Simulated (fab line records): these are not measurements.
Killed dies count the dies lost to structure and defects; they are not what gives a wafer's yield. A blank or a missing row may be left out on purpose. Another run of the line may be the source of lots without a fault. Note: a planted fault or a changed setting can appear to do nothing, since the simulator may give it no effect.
Chamber matching :: flow n5-finfet :: N5_MOL_CONTACT_COAG_ETCH_110 on rie-diel-01: 4 sister chambers
The step etches Si in CF4/O2, target depth 2.5 nm, time 8 s. 8 wafers are shown with their chamber, then 7 later ones without.

WAFERS, EACH WITH ITS CHAMBER
wafer: L340.2
chamber: 0
drypump-motor-current-A (A): 5.6
showerhead-plenum-p-Torr (Torr): 2.15

wafer: L349.2
chamber: 1
drypump-motor-current-A (A): 5.6
showerhead-plenum-p-Torr (Torr): 2.35

wafer: L349.6
chamber: 2
drypump-motor-current-A (A): 5.0
showerhead-plenum-p-Torr (Torr): 2.28

wafer: L351.2
chamber: 1
drypump-motor-current-A (A): 5.6
showerhead-plenum-p-Torr (Torr): 2.35

wafer: L351.5
chamber: 3
drypump-motor-current-A (A): 6.2
showerhead-plenum-p-Torr (Torr): 2.32

wafer: L351.6
chamber: 2
drypump-motor-current-A (A): 5.1
showerhead-plenum-p-Torr (Torr): 2.28

wafer: L355.1
chamber: 3
drypump-motor-current-A (A): 6.2
showerhead-plenum-p-Torr (Torr): 2.32

wafer: L355.2
chamber: 0
drypump-motor-current-A (A): 5.7
showerhead-plenum-p-Torr (Torr): 2.13

WAFERS WHOSE CHAMBER IS MISSING
wafer: L355.4
drypump-motor-current-A (A): 5.0
showerhead-plenum-p-Torr (Torr): 2.28

wafer: L357.3
drypump-motor-current-A (A): 6.2
showerhead-plenum-p-Torr (Torr): 2.32

wafer: L357.4
drypump-motor-current-A (A): 6.2
showerhead-plenum-p-Torr (Torr): 2.32

wafer: L357.6
drypump-motor-current-A (A): 5.6
showerhead-plenum-p-Torr (Torr): 2.34

wafer: L363.1
drypump-motor-current-A (A): 5.6
showerhead-plenum-p-Torr (Torr): 2.34

wafer: L363.3
drypump-motor-current-A (A): 5.6
showerhead-plenum-p-Torr (Torr): 2.13

wafer: L363.6
drypump-motor-current-A (A): 5.6
showerhead-plenum-p-Torr (Torr): 2.34

EACH ONE'S CHAMBER
wafer: L355.4
from the rows above: 2
in truth: 2

wafer: L357.3
from the rows above: 3
in truth: 3

wafer: L357.4
from the rows above: 3
in truth: 3

wafer: L357.6
from the rows above: 1
in truth: 1

wafer: L363.1
from the rows above: 1
in truth: 1

wafer: L363.3
from the rows above: 0
in truth: 0

wafer: L363.6
from the rows above: 1
in truth: 1
7 of 7 placed correctly. From these rows, 0 cannot be placed. Placed wrongly: 0.
How it was worked out, from the rows above alone: a wafer's distance from a chamber is the root of the sum, over the readings, of the square of ((its reading less the chamber's mean) divided by the reading's scatter). The wafer belongs to the nearest chamber; if the next one is less than 2 further off, it can't be placed. The mean given for a chamber averages the wafers shown for that chamber. The scatter: take each reading less its chamber's mean, square it, sum over the shown wafers, divide by the number of wafers less the number of chambers, and take the root.
